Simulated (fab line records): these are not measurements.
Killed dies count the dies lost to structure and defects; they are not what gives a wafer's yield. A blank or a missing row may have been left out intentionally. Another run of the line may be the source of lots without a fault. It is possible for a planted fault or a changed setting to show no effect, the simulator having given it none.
fab line records    flow nand-harc
[record] lots = 4  wafers = 12  last-day = 33
route steps=1302 shown A_ONON_D1@438 A_CHANNEL_HOLE_D1@450 END@1302
lots that met no fault: from a run of the same line without faults
start-h: hours from the record's opening day to when the first of the lot's shown wafers began    wait-h: hours from the lot's prior step to this one    " unchanged from the row above    L1.1+2: a row that stands for several wafers    - either no value or no given start    * or withheld: withheld    < > ~ a bound
route shown NAME@n: NAME is a module with steps in the file, n the number in the route of the first one    usual: mean and standard deviation over wafers with no fault    same: alike in all rows    chamber/n: place in a boat    sites: per-site readings    _std_site: how widely they spread, as a standard deviation    _edge_site: the outer-site mean with the inner-site mean subtracted    radius-mm: for every site, how far away it sits from the centre of the wafer    mask NAME#n: copy n    behind: tool/chamber where the wafer was last shaped    hold: the reason the lot was held/the length of the hold in hours/how it ended    device: the n, p or np transistor that did not switch    end of line: the tests these same wafers got at the end of their route    for a step that has no rows: nothing shown but its recipe    killed: the dies lost at the first sort to structure and to defects; this is not the yield of the wafer    map: a wafer's dies, x killed, . not, _ none there
set.NAME: the setting as run; set.NAME@STEP: as run at that earlier step    model.NAME: the simulator's own value behind a step, which no gauge read
certain route steps with their lots: each step a table, each wafer a row
services: when a tool's chamber went out of use (start-h, in hours from the record's first day, below 0 if earlier), for how many hours, and the reason
[[steps]]
[step NHARC_A_ONON_D1_DEP_19]
[recipe] target-thk-a = 10000  n2-flow-sccm = 2750  n2o-flow-sccm = 2000  nh3-flow-sccm = 500  sih4-flow-sccm = 210  temp-c = 400
[step NHARC_A_ONON_D1_DEP_22]
[recipe] target-thk-a = 10000  n2-flow-sccm = 2750  n2o-flow-sccm = 2000  nh3-flow-sccm = 500  sih4-flow-sccm = 210  temp-c = 400
[step NHARC_A_ONON_D1_DEP_25]
[recipe] target-thk-a = 10000  n2-flow-sccm = 2750  n2o-flow-sccm = 2000  nh3-flow-sccm = 500  sih4-flow-sccm = 210  temp-c = 400
[step NHARC_A_ONON_D1_DEP_28]
[recipe] target-thk-a = 10000  n2-flow-sccm = 2750  n2o-flow-sccm = 2000  nh3-flow-sccm = 500  sih4-flow-sccm = 210  temp-c = 400
[step NHARC_A_ONON_D1_DEP_33]
[recipe] target-thk-a = 2000  temp-c = 400  pressure-torr = 6.5  rf-w = 900  teos-flow-sccm = 161.4  flow-sccm = 2650  target-thk-nm = 200  gas = O2  material = SiO2
[step NHARC_A_CHANNEL_HOLE_D1_DEP_00]
[recipe] target-thk-a = 31000  temp-c = 400  material = aC
[usual] throttle-valve-pct = 35.000/0.0089
lot.wafer  tool        chamber  start-h  wait-h  throttle-valve-pct
L652.2     acl-dep-03  0        209.99   2.9     35.021
L652.4     "           0        "        "       34.998
L652.5     "           0        "        "       35.002
L657.3     acl-dep-03  0        247.86   3.1     34.993
L657.5     "           0        "        "       34.994
L657.6     "           0        "        "       35.006
L658.1     acl-dep-03  0        264.97   1.0     35.005
L658.3     "           0        "        "       35.002
L658.5     "           0        "        "       35.004
L665.3     acl-dep-01  0        338.61   0.7     34.987
L665.4     "           0        "        "       34.999
L665.6     "           0        "        "       34.999
[step NHARC_A_CHANNEL_HOLE_D1_DEP_01]
[recipe] target-thk-a = 1400  target-thk-nm = 140  temp-c = 400  pressure-torr = 3.5  flow-sccm = 200  rf-w = 350  material = SiON
[step NHARC_A_CHANNEL_HOLE_D1_DEHYDRATE_02]
[recipe] temp-c = 150  time-s = 120
[step NHARC_A_CHANNEL_HOLE_D1_HMDS_03]
[recipe] time-s = 30
[step NHARC_A_CHANNEL_HOLE_D1_COAT_36]
[recipe] temp-c = 260  time-s = 75
[step NHARC_A_CHANNEL_HOLE_D1_COAT_37]
[recipe] temp-c = 225  time-s = 65
[step NHARC_A_CHANNEL_HOLE_D1_COAT_04]
[recipe] spin-rpm = 1500  resist-thk-nm = 90
[step NHARC_A_CHANNEL_HOLE_D1_SOFTBAKE_05]
[recipe] temp-c = 105  time-s = 55
[step NHARC_A_CHANNEL_HOLE_D1_EBR_06]
[step NHARC_A_CHANNEL_HOLE_D1_EXPOSE_07]
[recipe] na = 1.35  target-cd-nm = 100  sigma-outer = 0.3  dose-mj = 59.65  mask-id = HOLE_D1
[step NHARC_A_CHANNEL_HOLE_D1_PEB_08]
[recipe] peb-temp-c = 100  peb-time-s = 65
[step NHARC_A_CHANNEL_HOLE_D1_DEVELOP_09]
[recipe] develop-time-s = 35  dev-temp-c = 23
[step NHARC_A_CHANNEL_HOLE_D1_INSPECT_12]
[usual] raw-defect-count = 5.4/2.6
lot.wafer  tool               chamber  start-h  wait-h  raw-defect-count
L652.2     defect-inspect-01  -        212.34   0.0     7
L652.4     "                  -        "        "       1
L652.5     "                  -        "        "       10
L657.3     defect-inspect-02  -        249.84   0.0     1373
L657.5     "                  -        "        "       1365
L657.6     "                  -        "        "       1292
L658.1     defect-inspect-02  -        267.77   0.0     1324
L658.3     "                  -        "        "       1337
L658.5     "                  -        "        "       1306
L665.3     defect-inspect-02  -        340.62   0.0     4
L665.4     "                  -        "        "       5
L665.6     "                  -        "        "       5
[step NHARC_A_CHANNEL_HOLE_D1_DESCUM_15]
[recipe] time-s = 3  o2-flow-sccm = 200  ar-flow-sccm = 0  bias-power-w = 0  chemistry = O2
[step NHARC_A_CHANNEL_HOLE_D1_ETCH_38]
[recipe] target-depth-a = 390  over-etch-frac = 0.3  time-s = 65  ion-energy-ev = 80  cf4-flow-sccm = 150  ar-flow-sccm = 0  rf-w = 300  bias-w = 100  chemistry = CF4
[step NHARC_A_CHANNEL_HOLE_D1_ETCH_39]
[recipe] target-depth-a = 2600  over-etch-frac = 0.3  time-s = 325  ion-energy-ev = 200  n2-flow-sccm = 150  h2-flow-sccm = 150  ar-flow-sccm = 0  rf-w = 400  bias-w = 150  chemistry = N2/H2
[step NHARC_A_CHANNEL_HOLE_D1_ETCH_34]
[recipe] target-depth-a = 1540  time-s = 77  cf4-flow-sccm = 100  chf3-flow-sccm = 30  ar-flow-sccm = 0  rf-w = 500  bias-w = 200  chemistry = CF4/CHF3
[step NHARC_A_CHANNEL_HOLE_D1_ETCH_16]
[recipe] target-depth-a = 31000  over-etch-frac = 0.3  time-s = 806  ion-energy-ev = 150  o2-flow-sccm = 400  cos-flow-sccm = 20  ar-flow-sccm = 0  rf-w = 500  bias-w = 300  chemistry = O2/COS
[step NHARC_A_CHANNEL_HOLE_D1_ETCH_19]
[recipe] bias-v = 1200  source-w = 2500  pressure-mtorr = 15  time-s = 34.5  ar-flow-sccm = 375  c4f8-flow-sccm = 28.8  o2-flow-sccm = 96.2  temp-c = -20  target-depth-a = *  chemistry = C4F8/O2/Ar
[step NHARC_A_CHANNEL_HOLE_D1_ETCH_20]
[recipe] bias-v = 3000  source-w = withheld  pressure-mtorr = 20  time-s = 361.9  ar-flow-sccm = 375  c4f8-flow-sccm = 89.3  o2-flow-sccm = 35.7  temp-c = -20  target-depth-a = 16000  chemistry = C4F8/O2/Ar
[step NHARC_A_CHANNEL_HOLE_D1_ETCH_21]
[recipe] bias-v = 3000  source-w = withheld  pressure-mtorr = 20  time-s = 514.3  ar-flow-sccm = 375  c4f8-flow-sccm = 89.3  o2-flow-sccm = 35.7  temp-c = -20  target-depth-a = 16000  chemistry = C4F8/O2/Ar
[step NHARC_A_CHANNEL_HOLE_D1_ETCH_22]
[recipe] bias-v = 3000  source-w = withheld  pressure-mtorr = 20  time-s = 666.7  ar-flow-sccm = 375  c4f8-flow-sccm = 89.3  o2-flow-sccm = 35.7  temp-c = -20  target-depth-a = 16000  chemistry = C4F8/O2/Ar
[step NHARC_A_CHANNEL_HOLE_D1_ETCH_23]
[recipe] bias-v = 5000  source-w = withheld  pressure-mtorr = 20  time-s = 819  ar-flow-sccm = 375  c4f8-flow-sccm = 89.3  o2-flow-sccm = 35.7  temp-c = -20  target-depth-a = 16000  chemistry = C4F8/O2/Ar
[step NHARC_A_CHANNEL_HOLE_D1_ETCH_24]
[recipe] bias-v = 5000  source-w = withheld  pressure-mtorr = 20  time-s = 906.2  ar-flow-sccm = 375  c4f8-flow-sccm = 93.8  o2-flow-sccm = 31.2  temp-c = -20  target-depth-a = 15000  chemistry = C4F8/O2/Ar
[step NHARC_A_CHANNEL_HOLE_D1_ETCH_25]
[recipe] bias-v = 5000  source-w = withheld  pressure-mtorr = 20  time-s = 1040.2  ar-flow-sccm = 375  c4f8-flow-sccm = 93.8  o2-flow-sccm = 31.2  temp-c = -20  target-depth-a = 15000  chemistry = C4F8/O2/Ar
[step NHARC_A_CHANNEL_HOLE_D1_ETCH_26]
[recipe] bias-v = 300  source-w = 2000  pressure-mtorr = 30  time-s = 224.1  ar-flow-sccm = 375  c4f8-flow-sccm = 11.4  o2-flow-sccm = 113.6  temp-c = -20  target-depth-a = 3000  chemistry = C4F8/O2/Ar
[step NHARC_A_CHANNEL_HOLE_D1_ETCH_33]
[recipe] bias-v = 400  source-w = 2000  pressure-mtorr = 25  time-s = 90  ar-flow-sccm = 375  c4f8-flow-sccm = 41.7  o2-flow-sccm = 83.3  temp-c = -20  target-depth-a = 4000  chemistry = C4F8/O2/Ar
[step NHARC_A_CHANNEL_HOLE_D1_INSPECT_40]
[usual] raw-defect-count = 66/24
lot.wafer  tool               chamber  start-h  wait-h  raw-defect-count
L652.2     defect-inspect-01  -        221.23   -       42
L652.4     "                  -        "        "       34
L652.5     "                  -        "        "       54
L657.3     defect-inspect-01  -        264.80   -       1433
L657.5     "                  -        "        "       1410
L657.6     "                  -        "        "       1344
L658.1     defect-inspect-02  -        276.82   -       1340
L658.3     "                  -        "        "       1386
L658.5     "                  -        "        "       1361
L665.3     defect-inspect-02  -        347.71   -       105
L665.4     "                  -        "        "       109
L665.6     "                  -        "        "       108
[step NHARC_END_SORT_01]
[recipe] temp-c = 25
[usual] killed-at-array = 47/14  killed-at-other = 0.5/0.72  killed-at-periphery = 4/3.1  killed-dies = 52/15  killed-open = 3.2/1.9  killed-short = 2.4/1.7
[same] gross-dies = 677
lot.wafer  tool       chamber  start-h  wait-h  killed-at-array  killed-at-other  killed-at-periphery  killed-dies  killed-open  killed-short
L652.2     prober-01  0        592.99   2.8     29               0                2                    31           5            1
L652.4     prober-01  0        594.58   3.4     13               1                2                    16           2            3
L652.5     prober-01  0        595.38   3.7     33               0                0                    33           5            2
L657.3     prober-02  0        747.11   3.1     146              0                4                    150          3            1
L657.5     prober-02  0        748.73   3.7     125              0                2                    127          6            2
L657.6     prober-02  0        749.54   4.0     141              0                6                    147          2            4
L658.1     prober-01  0        758.70   2.5     139              0                2                    141          2            3
L658.3     prober-01  0        760.29   3.1     136              0                3                    139          1            1
L658.5     prober-01  0        761.89   3.7     149              2                5                    156          2            4
L665.3     prober-02  0        778.21   3.1     49               1                7                    57           2            1
L665.4     prober-02  0        779.01   3.4     44               0                3                    47           3            2
L665.6     prober-02  0        780.61   4.0     53               0                4                    57           4            5
// killed by level:class
L652.2 A_CHANNEL_HOLE_D1:chamber-film-flake=5 A_CHANNEL_FILL_D2:chamber-film-flake=5 A_CHANNEL_HOLE_D2:chamber-film-flake=4 A_BONDPAD:chamber-film-flake=3 A_CONTACT:chamber-film-flake=3 A_CHANNEL_FILL_D1:geometric-particle:open=2 A_M0:geometric-particle:open=2 A_WL_FILL:chamber-film-flake=2
L652.4 A_CHANNEL_HOLE_D2:chamber-film-flake=2 A_CONTACT:chamber-film-flake=2 A_BONDPAD:chamber-film-flake=2 P_M1:geometric-particle:open=1 A_ONON_D2:geometric-particle:short=1 A_M0:geometric-particle:open=1 A_M0:geometric-particle:short=1 STARTING-WAFER:geometric-particle:short=1
L652.5 A_CHANNEL_HOLE_D2:chamber-film-flake=9 A_CHANNEL_FILL_D2:geometric-particle:open=4 A_SLIT:chamber-film-flake=4 A_CHANNEL_HOLE_D1:chamber-film-flake=3 A_WL_FILL:chamber-film-flake=3 A_CONTACT:chamber-film-flake=3 A_STAIRCASE:chamber-film-flake=2 A_CHANNEL_FILL_D1:geometric-particle:short=1
L657.3 A_CHANNEL_HOLE_D1:unspecified=112 A_SLIT:chamber-film-flake=15 A_CHANNEL_HOLE_D1:chamber-film-flake=8 A_WL_FILL:chamber-film-flake=4 A_CHANNEL_HOLE_D2:unspecified=2 A_CONTACT:chamber-film-flake=2 P_GATE:geometric-particle:short=1 P_M0:geometric-particle:open=1
L657.5 A_CHANNEL_HOLE_D1:unspecified=95 A_SLIT:chamber-film-flake=15 A_CHANNEL_HOLE_D1:chamber-film-flake=2 A_CHANNEL_HOLE_D2:unspecified=2 A_M1:chamber-film-flake=2 P_CONTACT:geometric-particle:open=1 P_M0:geometric-particle:open=1 A_CHANNEL_HOLE_D1:geometric-particle:open=1
L657.6 A_CHANNEL_HOLE_D1:unspecified=104 A_SLIT:chamber-film-flake=25 P_GATE:chamber-film-flake=2 P_CONTACT:chamber-film-flake=2 A_CHANNEL_HOLE_D1:chamber-film-flake=2 A_WL_FILL:chamber-film-flake=2 A_CONTACT:chamber-film-flake=2 P_STI:geometric-particle:short=1
L658.1 A_CHANNEL_HOLE_D1:unspecified=104 A_SLIT:chamber-film-flake=11 A_CONTACT:chamber-film-flake=6 A_CHANNEL_HOLE_D1:chamber-film-flake=5 A_CHANNEL_HOLE_D2:chamber-film-flake=4 P_CONTACT:chamber-film-flake=2 A_STAIRCASE:chamber-film-flake=2 A_CHANNEL_HOLE_D1:geometric-particle:open=1
L658.3 A_CHANNEL_HOLE_D1:unspecified=114 A_SLIT:chamber-film-flake=9 A_CHANNEL_HOLE_D2:chamber-film-flake=5 A_CHANNEL_HOLE_D1:chamber-film-flake=3 P_ZERO_WELL:chamber-film-flake=2 A_CONTACT:chamber-film-flake=2 A_ONON_D2:geometric-particle:short=1 A_ONON_D2:geometric-particle:open=1
L658.5 A_CHANNEL_HOLE_D1:unspecified=107 A_CHANNEL_HOLE_D2:chamber-film-flake=13 A_SLIT:chamber-film-flake=12 A_CHANNEL_HOLE_D1:chamber-film-flake=7 A_CONTACT:chamber-film-flake=3 A_ONON_D2:geometric-particle:open=2 P_ZERO_WELL:chamber-film-flake=2 A_ZERO_WELL:chamber-film-flake=2
L665.3 A_CHANNEL_HOLE_D1:chamber-film-flake=35 P_GATE:chamber-film-flake=5 A_STAIRCASE:chamber-film-flake=4 A_CONTACT:chamber-film-flake=3 A_SLIT:chamber-film-flake=2 P_CONTACT:geometric-particle:open=1 P_M0:geometric-particle:open=1 A_CHANNEL_FILL_D2:geometric-particle:short=1
L665.4 A_CHANNEL_HOLE_D1:chamber-film-flake=20 A_SLIT:chamber-film-flake=6 A_STAIRCASE:chamber-film-flake=6 P_GATE:chamber-film-flake=3 A_DECK1_JOINT:chamber-film-flake=2 A_CHANNEL_FILL_D1:chamber-film-flake=2 A_WL_FILL:chamber-film-flake=2 A_CHANNEL_FILL_D1:geometric-particle:open=1
L665.6 A_CHANNEL_HOLE_D1:chamber-film-flake=24 A_STAIRCASE:chamber-film-flake=8 P_GATE:chamber-film-flake=4 A_SLIT:chamber-film-flake=4 A_BLC:chamber-film-flake=3 A_CHANNEL_FILL_D2:geometric-particle:short=2 A_CONTACT:chamber-film-flake=2 A_SOURCE_PLATE:geometric-particle:short=1
// map L657.3 (x killed, . not)
____________.____________
_________......._________
_______..........._______
______.............______
_____..............._____
____.................____
____.................____
___........xx.........___
___....x..xxx.........___
__.....xxxxxx.x........__
__..x..xxxxxxxxx.....x.__
_......xxxxxxxx........._
_....xxxxxxxxx.........._
_....xxxxxxxxxx........._
_x....xxxxxxxx.........._
_....xxxxxxxxxxx........_
.....xxxxxxxxxx..........
......xxxxxxxxxx...x.....
.......xxxxxxx..........x
.....xxxxxxxxx...........
........xxxx.x...........
_......x..xxx.....x....._
_.......x..xxx.........._
_...........x......x...._
_x.x...................._
_x.xx..................._
__xx.x.................__
__xxx..................__
___.............x.....___
___xxx.............x..___
____...........xx....____
____.x.............x.____
_____........x...x.x_____
______............x______
_______.......x..._______
_________......._________
____________.____________
// map L658.5 (x killed, . not)
____________.____________
_________......._________
_______..........._______
______.............______
_____........x......_____
____.x.x...x.........____
____.x..x............____
___......xx...........___
___.....xxx...........___
__.....xxxxx.x.........__
__.....xxxxxx.x........__
_.....xxxxxxxxxx........_
_.....xxxxxxxx.........._
_....xxxxxxxxxxx...x...._
_.....xxxxxxxx.........._
_....xxxxxxxxxxx....x..._
......xxxxxxxxx..........
......xxxxxxxx...........
......xxxxxxxxx..........
......xxxxxxx............
......xxx.xxx...........x
_.......xx.x............_
_.................x.x..._
_......x................_
_.x....................._
_.x................x...._
__xx.x.................__
__xxx......x...x.xx....__
___x............x.x...___
___xx........xxx..x...___
____x........x.x.x...____
____.............xx..____
_____.........xxxxx._____
______.........xx..______
_______..........._______
_________.....x._________
____________.____________
[[services]]
tool        chamber  start-h  hours  kind
acl-dep-03  -        203.40   1.9    repair
acl-dep-03  -        276.84   13.0   pm
acl-dep-03  -        316.15   3.1    repair
[[key]]
[first-sign] step = NHARC_A_CHANNEL_HOLE_D1_INSPECT_12  reading = raw-defect-count  direction = up  sigmas = 99+  usual = 5.4  struck = 1332.8
[effect] step = NHARC_A_CHANNEL_HOLE_D1_INSPECT_40  reading = raw-defect-count  direction = up  sigmas = 55  usual = 66  struck = 1379
[effect] step = NHARC_END_SORT_01  reading = killed-at-array  direction = up  sigmas = 6.5  usual = 47  struck = 139
[more-kills-born-at] NHARC_A_CHANNEL_HOLE_D1_DEP_00@acl-dep-03 = 636
met-at NHARC_A_CHANNEL_HOLE_D1_DEP_00
struck-wafers L657.3,L657.5,L657.6,L658.1,L658.3,L658.5
tester-left-out L657,L658
onset-between 209.99 247.86
[fault] kind = chamber-particle-source  tool = acl-dep-03  chamber = -  onset-h = 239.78  steps = NHARC_A_CHANNEL_HOLE_D1_DEP_00  rate-per-visit-cm2 = 2.0343  end-h = 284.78
// tester-left-out: of these lots the tester's yield and bins aren't shown, on N5 and GAA mostly nor the transistor test; their killed dies are dies lost to structure and defects alone, not to doping, threshold or leakage, so they don't give the yield
